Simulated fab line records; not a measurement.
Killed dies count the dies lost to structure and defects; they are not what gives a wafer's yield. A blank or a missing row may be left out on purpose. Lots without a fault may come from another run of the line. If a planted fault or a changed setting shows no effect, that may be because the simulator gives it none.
Chamber matching ; flow nandHarc ; rieDiel-07 running NHARC_A_STAIRCASE_DESCUM_291: 4 sister chambers
The step chemistry O2, time 3 s. 4 wafers are shown with their chamber, then 12 later ones without.

## WAFERS, EACH WITH ITS CHAMBER
wafer;chamber;drypumpMotorCurrentA (A)
L088.2;3;5.4
L092.1;0;5.3
L092.2;1;6.4
L092.5;2;6.7

## WAFERS MISSING THEIR CHAMBER
wafer;drypumpMotorCurrentA (A)
L096.2;5.4
L096.4;6.8
L096.6;5.4
L096.1;6.4
L096.3;5.3
L096.5;5.3
L097.2;5.4
L097.3;6.3
L097.4;6.8
L097.1;5.3
L097.5;5.3
L097.6;5.4

## CHAMBER TAKEN BY EACH
wafer;from the rows above;in truth
L096.2;3;3
L096.4;2;2
L096.6;3;3
L096.1;1;1
L096.3;0;0
L096.5;0;0
L097.2;3;3
L097.3;1;1
L097.4;2;2
L097.1;0;0
L097.5;0;0
L097.6;3;3
12 of 12 placed correctly. Left unplaced by these rows: 0. Number placed wrongly: 0.
How it was worked out, from the rows above alone: a wafer's distance from a chamber is the root of the sum, over the readings, of the square of ((its reading less the chamber's mean) divided by the reading's scatter). The wafer belongs to the nearest chamber; if the next one is less than 2 further off, it can't be placed. The mean given for a chamber averages the wafers shown for that chamber. The scatter (one wafer shown for each chamber): square how far every hidden wafer sits from the nearest shown wafer, average those squares and take the square root.
